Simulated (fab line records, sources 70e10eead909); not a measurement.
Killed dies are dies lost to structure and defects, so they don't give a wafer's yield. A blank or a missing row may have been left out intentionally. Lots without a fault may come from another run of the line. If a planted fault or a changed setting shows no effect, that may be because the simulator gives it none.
The tool behind it: which one? / flow nandHarc / 13 lots, 39 wafers sampled, at 5 steps of a route of 1159

WHAT THE GAUGES SHOWED, per wafer
NHARC_P_ZERO_WELL_CD_MEAS_37 targets a cd of 720 nm. Usual: 720.0 nm for cdNm, sd 1.8.
lot=L203; measured=day 1 16:13; on=cdSem-02; cdNm (nm)=720.9 718.1 720.1; flag=
lot=L204; measured=day 1 22:07; on=cdSem-03; cdNm (nm)=719.5 722.1 719.3; flag=
lot=L205; measured=day 2 04:01; on=cdSem-02; cdNm (nm)=722.0 718.3 719.4; flag=
lot=L206; measured=day 2 09:59; on=cdSem-01; cdNm (nm)=720.5 720.5 720.0; flag=
lot=L209; measured=day 3 04:14; on=cdSem-03; cdNm (nm)=- - -; flag=OFF
lot=L219; measured=day 5 16:07; on=cdSem-02; cdNm (nm)=720.6 718.6 722.9; flag=
lot=L220; measured=day 5 22:10; on=cdSem-02; cdNm (nm)=716.8 722.3 719.9; flag=
lot=L221; measured=day 6 04:10; on=cdSem-02; cdNm (nm)=717.6 722.8 719.3; flag=
lot=L222; measured=day 6 10:05; on=cdSem-02; cdNm (nm)=719.0 722.1 719.1; flag=
lot=L223; measured=day 6 16:02; on=cdSem-02; cdNm (nm)=724.2 721.1 722.5; flag=
lot=L224; measured=day 6 22:07; on=cdSem-03; cdNm (nm)=719.7 720.7 719.6; flag=
lot=L225; measured=day 7 04:07; on=cdSem-02; cdNm (nm)=720.1 720.3 718.6; flag=
lot=L226; measured=day 7 10:07; on=cdSem-02; cdNm (nm)=722.3 722.0 721.5; flag=

NHARC_P_STI_OCD_MEAS_17. Usual: trenchDepthNm 301 nm, standard deviation 4.5; trenchFootCdNm 158.6 nm, standard deviation 2.9.
lot=L203; measured=day 2 11:48; on=ocd-01; trenchDepthNm (nm)=302 307 304; trenchFootCdNm (nm)=157.8 154.6 156.6; flag=
lot=L204; measured=day 2 17:49; on=ocd-01; trenchDepthNm (nm)=299 298 301; trenchFootCdNm (nm)=158.4 157.7 155.5; flag=
lot=L205; measured=day 2 23:46; on=ocd-01; trenchDepthNm (nm)=301 303 300; trenchFootCdNm (nm)=158.3 158.1 156.7; flag=
lot=L206; measured=day 3 08:04; on=ocd-01; trenchDepthNm (nm)=304 304 303; trenchFootCdNm (nm)=155.0 154.9 151.1; flag=
lot=L219; measured=day 6 12:01; on=ocd-01; trenchDepthNm (nm)=298 297 306; trenchFootCdNm (nm)=160.3 158.1 163.9; flag=
lot=L220; measured=day 6 17:50; on=ocd-02; trenchDepthNm (nm)=307 301 303; trenchFootCdNm (nm)=158.4 163.1 158.4; flag=
lot=L221; measured=day 7 02:11; on=ocd-01; trenchDepthNm (nm)=297 297 293; trenchFootCdNm (nm)=160.2 162.3 165.7; flag=
lot=L222; measured=day 7 08:55; on=ocd-01; trenchDepthNm (nm)=293 296 298; trenchFootCdNm (nm)=165.1 160.1 156.1; flag=
lot=L223; measured=day 7 09:04; on=ocd-02; trenchDepthNm (nm)=305 300 308; trenchFootCdNm (nm)=161.9 159.9 155.4; flag=
lot=L224; measured=day 7 17:32; on=ocd-01; trenchDepthNm (nm)=301 297 298; trenchFootCdNm (nm)=154.3 154.5 161.3; flag=
lot=L225; measured=day 8 00:44; on=ocd-02; trenchDepthNm (nm)=299 300 299; trenchFootCdNm (nm)=163.4 165.1 160.0; flag=
lot=L226; measured=day 8 06:11; on=ocd-02; trenchDepthNm (nm)=304 308 305; trenchFootCdNm (nm)=157.6 156.4 153.3; flag=

NHARC_P_GATE_CD_MEAS_11 targets a cd of 1640 nm. Usual: 1639.9 nm for cdNm, sd 1.8.
lot=L203; measured=day 4 03:40; on=cdSem-02; cdNm (nm)=1639.5 1640.3 1637.7; flag=
lot=L204; measured=day 4 08:26; on=cdSem-03; cdNm (nm)=1641.9 1639.1 1639.3; flag=
lot=L205; measured=day 4 08:23; on=cdSem-02; cdNm (nm)=1640.2 1639.4 1640.9; flag=
lot=L206; measured=day 5 01:10; on=cdSem-03; cdNm (nm)=1644.2 1641.6 1642.6; flag=
lot=L219; measured=day 8 01:52; on=cdSem-03; cdNm (nm)=1637.8 1638.9 1637.3; flag=
lot=L220; measured=day 8 09:38; on=cdSem-02; cdNm (nm)=1640.4 1640.3 1639.9; flag=
lot=L221; measured=day 8 16:43; on=cdSem-01; cdNm (nm)=1638.4 1636.3 1636.0; flag=
lot=L222; measured=day 9 00:16; on=cdSem-02; cdNm (nm)=1637.2 1639.6 1639.5; flag=
lot=L223; measured=day 9 00:06; on=cdSem-02; cdNm (nm)=1640.9 1638.2 1639.3; flag=
lot=L224; measured=day 9 09:31; on=cdSem-03; cdNm (nm)=1639.8 1637.8 1639.0; flag=
lot=L225; measured=day 9 14:26; on=cdSem-01; cdNm (nm)=1638.9 1636.8 1638.9; flag=
lot=L226; measured=day 9 14:23; on=cdSem-02; cdNm (nm)=1641.8 1641.1 1640.6; flag=

WHICH TOOL RAN EACH LOT (tool, then ch and the chambers of the sampled wafers, then the start)
lot=L203; NHARC_P_ZERO_WELL_EXPOSE_34=krfScanner-01 ch 0, day 1 16:03; NHARC_P_ZERO_WELL_DESCUM_54=rieDiel-06 ch 1,2, day 1 18:01
lot=L204; NHARC_P_ZERO_WELL_EXPOSE_34=krfScanner-01 ch 0, day 1 21:57; NHARC_P_ZERO_WELL_DESCUM_54=rieDiel-11 ch 1,2, day 1 23:58
lot=L205; NHARC_P_ZERO_WELL_EXPOSE_34=krfScanner-04 ch 0, day 2 03:51; NHARC_P_ZERO_WELL_DESCUM_54=rieDiel-10 ch 2,3, day 2 05:53
lot=L206; NHARC_P_ZERO_WELL_EXPOSE_34=krfScanner-04 ch 0, day 2 09:50; NHARC_P_ZERO_WELL_DESCUM_54=rieDiel-06 ch 1,2,3, day 2 11:41
lot=L209; NHARC_P_ZERO_WELL_EXPOSE_34=krfScanner-02 ch 0, day 3 04:05; NHARC_P_ZERO_WELL_DESCUM_54=rieDiel-11 ch 0,1,2, day 3 06:03
lot=L219; NHARC_P_ZERO_WELL_EXPOSE_34=krfScanner-02 ch 0, day 5 15:58; NHARC_P_ZERO_WELL_DESCUM_54=rieDiel-10 ch 0,2,3, day 5 17:58
lot=L220; NHARC_P_ZERO_WELL_EXPOSE_34=krfScanner-02 ch 0, day 5 22:00; NHARC_P_ZERO_WELL_DESCUM_54=rieDiel-10 ch 0,1,2, day 5 23:59
lot=L221; NHARC_P_ZERO_WELL_EXPOSE_34=krfScanner-04 ch 0, day 6 04:01; NHARC_P_ZERO_WELL_DESCUM_54=rieDiel-11 ch 1,2, day 6 05:52
lot=L222; NHARC_P_ZERO_WELL_EXPOSE_34=krfScanner-01 ch 0, day 6 09:56; NHARC_P_ZERO_WELL_DESCUM_54=rieDiel-11 ch 1,3, day 6 11:53
lot=L223; NHARC_P_ZERO_WELL_EXPOSE_34=krfScanner-01 ch 0, day 6 15:53; NHARC_P_ZERO_WELL_DESCUM_54=rieDiel-11 ch 0,1,2, day 6 17:44
lot=L224; NHARC_P_ZERO_WELL_EXPOSE_34=krfScanner-04 ch 0, day 6 21:57; NHARC_P_ZERO_WELL_DESCUM_54=rieDiel-10 ch 0,1,2, day 6 23:57
lot=L225; NHARC_P_ZERO_WELL_EXPOSE_34=krfScanner-02 ch 0, day 7 03:58; NHARC_P_ZERO_WELL_DESCUM_54=rieDiel-06 ch 0,3, day 7 05:47
lot=L226; NHARC_P_ZERO_WELL_EXPOSE_34=krfScanner-01 ch 0, day 7 09:58; NHARC_P_ZERO_WELL_DESCUM_54=rieDiel-10 ch 1,3, day 7 11:55
- NHARC_P_ZERO_WELL_EXPOSE_34: exposes mask P PWELL, target cd 720 nm.
- NHARC_P_ZERO_WELL_DESCUM_54: chemistry O2, time 3 s.

WHAT THE TOOLS THEMSELVES READ (means of the sampled wafers that have a number; where no wafer has one, the mark that the record gives instead)
NHARC_P_ZERO_WELL_EXPOSE_34. Usual: 23.01 C for reticleTempC, sd 0.099.
lot=L203; tool=krfScanner-01; reticleTempC (C)=23.02; flag=
lot=L204; tool=krfScanner-01; reticleTempC (C)=22.89; flag=
lot=L205; tool=krfScanner-04; reticleTempC (C)=23.09; flag=
lot=L206; tool=krfScanner-04; reticleTempC (C)=23.01; flag=
lot=L209; tool=krfScanner-02; reticleTempC (C)=23.12; flag=
lot=L219; tool=krfScanner-02; reticleTempC (C)=23.11; flag=
lot=L220; tool=krfScanner-02; reticleTempC (C)=23.03; flag=
lot=L221; tool=krfScanner-04; reticleTempC (C)=22.97; flag=
lot=L222; tool=krfScanner-01; reticleTempC (C)=22.99; flag=
lot=L223; tool=krfScanner-01; reticleTempC (C)=23.04; flag=
lot=L224; tool=krfScanner-04; reticleTempC (C)=23.05; flag=
lot=L225; tool=krfScanner-02; reticleTempC (C)=22.98; flag=
lot=L226; tool=krfScanner-01; reticleTempC (C)=23.10; flag=

NHARC_P_ZERO_WELL_DESCUM_54. Usual: drypumpMotorCurrentA 5.6 A, standard deviation 0.41; o2FlowSccm 200.0 sccm, standard deviation 0.57; oesProductAu 1.000 a.u., standard deviation 0.012; rfVppV 57.7 V, standard deviation 0.87; showerheadPlenumPTorr 1.87 Torr, standard deviation 0.06; throttleValvePct 11.311 %, standard deviation 0.0093.
lot=L203; tool=rieDiel-06; drypumpMotorCurrentA (A)=6.0; o2FlowSccm (sccm)=199.7; oesProductAu (a.u.)=1.011; rfVppV (V)=58.2; showerheadPlenumPTorr (Torr)=1.81; throttleValvePct (%)=11.311; flag=
lot=L204; tool=rieDiel-11; drypumpMotorCurrentA (A)=5.5; o2FlowSccm (sccm)=200.9; oesProductAu (a.u.)=1.012; rfVppV (V)=57.0; showerheadPlenumPTorr (Torr)=1.82; throttleValvePct (%)=11.314; flag=
lot=L205; tool=rieDiel-10; drypumpMotorCurrentA (A)=5.2; o2FlowSccm (sccm)=200.0; oesProductAu (a.u.)=1.005; rfVppV (V)=57.6; showerheadPlenumPTorr (Torr)=1.84; throttleValvePct (%)=11.312; flag=
lot=L206; tool=rieDiel-06; drypumpMotorCurrentA (A)=6.0; o2FlowSccm (sccm)=199.7; oesProductAu (a.u.)=1.008; rfVppV (V)=56.8; showerheadPlenumPTorr (Torr)=1.85; throttleValvePct (%)=11.307; flag=
lot=L209; tool=rieDiel-11; drypumpMotorCurrentA (A)=5.4; o2FlowSccm (sccm)=199.9; oesProductAu (a.u.)=1.002; rfVppV (V)=56.9; showerheadPlenumPTorr (Torr)=1.87; throttleValvePct (%)=11.307; flag=
lot=L219; tool=rieDiel-10; drypumpMotorCurrentA (A)=5.4; o2FlowSccm (sccm)=200.0; oesProductAu (a.u.)=0.996; rfVppV (V)=56.8; showerheadPlenumPTorr (Torr)=1.85; throttleValvePct (%)=11.312; flag=
lot=L220; tool=rieDiel-10; drypumpMotorCurrentA (A)=5.7; o2FlowSccm (sccm)=199.3; oesProductAu (a.u.)=0.994; rfVppV (V)=58.0; showerheadPlenumPTorr (Torr)=1.91; throttleValvePct (%)=11.308; flag=
lot=L221; tool=rieDiel-11; drypumpMotorCurrentA (A)=5.6; o2FlowSccm (sccm)=200.5; oesProductAu (a.u.)=1.006; rfVppV (V)=57.9; showerheadPlenumPTorr (Torr)=1.86; throttleValvePct (%)=11.324; flag=
lot=L222; tool=rieDiel-11; drypumpMotorCurrentA (A)=5.8; o2FlowSccm (sccm)=200.5; oesProductAu (a.u.)=0.985; rfVppV (V)=56.9; showerheadPlenumPTorr (Torr)=1.87; throttleValvePct (%)=11.309; flag=
lot=L223; tool=rieDiel-11; drypumpMotorCurrentA (A)=5.4; o2FlowSccm (sccm)=200.4; oesProductAu (a.u.)=1.007; rfVppV (V)=58.0; showerheadPlenumPTorr (Torr)=1.87; throttleValvePct (%)=11.311; flag=
lot=L224; tool=rieDiel-10; drypumpMotorCurrentA (A)=5.6; o2FlowSccm (sccm)=200.2; oesProductAu (a.u.)=1.004; rfVppV (V)=57.6; showerheadPlenumPTorr (Torr)=1.91; throttleValvePct (%)=11.318; flag=
lot=L225; tool=rieDiel-06; drypumpMotorCurrentA (A)=5.3; o2FlowSccm (sccm)=200.3; oesProductAu (a.u.)=0.985; rfVppV (V)=57.9; showerheadPlenumPTorr (Torr)=1.91; throttleValvePct (%)=11.306; flag=
lot=L226; tool=rieDiel-10; drypumpMotorCurrentA (A)=5.3; o2FlowSccm (sccm)=199.8; oesProductAu (a.u.)=1.001; rfVppV (V)=58.1; showerheadPlenumPTorr (Torr)=1.87; throttleValvePct (%)=11.305; flag=

THE ANSWER, worked out from the rows above alone
Rule: lot off if the mean of its wafers having a number is beyond 3 standard deviations from the usual mean. Also off: a lot with no number at a reading for which 4 or more lots have one. Any other lot the step has rows for is counted as sound. The gauges are gone through in route order, then the tools' own readings, and for those a lot's mean is taken as printed above. The first step at which some lot is off is used, and at that step the reading that is off furthest; a lot without a number counts as furthest.
Off at NHARC_P_ZERO_WELL_CD_MEAS_37 (cdNm): L209. Without a number there: L209.
If a tool, at a process step before that reading, ran all the lots that are off and no sound lot after the first of them, it fits. The gauges at NHARC_P_ZERO_WELL_CD_MEAS_37 are tried like those tools. Not one of the candidates tried fits.

WHAT THE SIMULATOR HAD PUT IN
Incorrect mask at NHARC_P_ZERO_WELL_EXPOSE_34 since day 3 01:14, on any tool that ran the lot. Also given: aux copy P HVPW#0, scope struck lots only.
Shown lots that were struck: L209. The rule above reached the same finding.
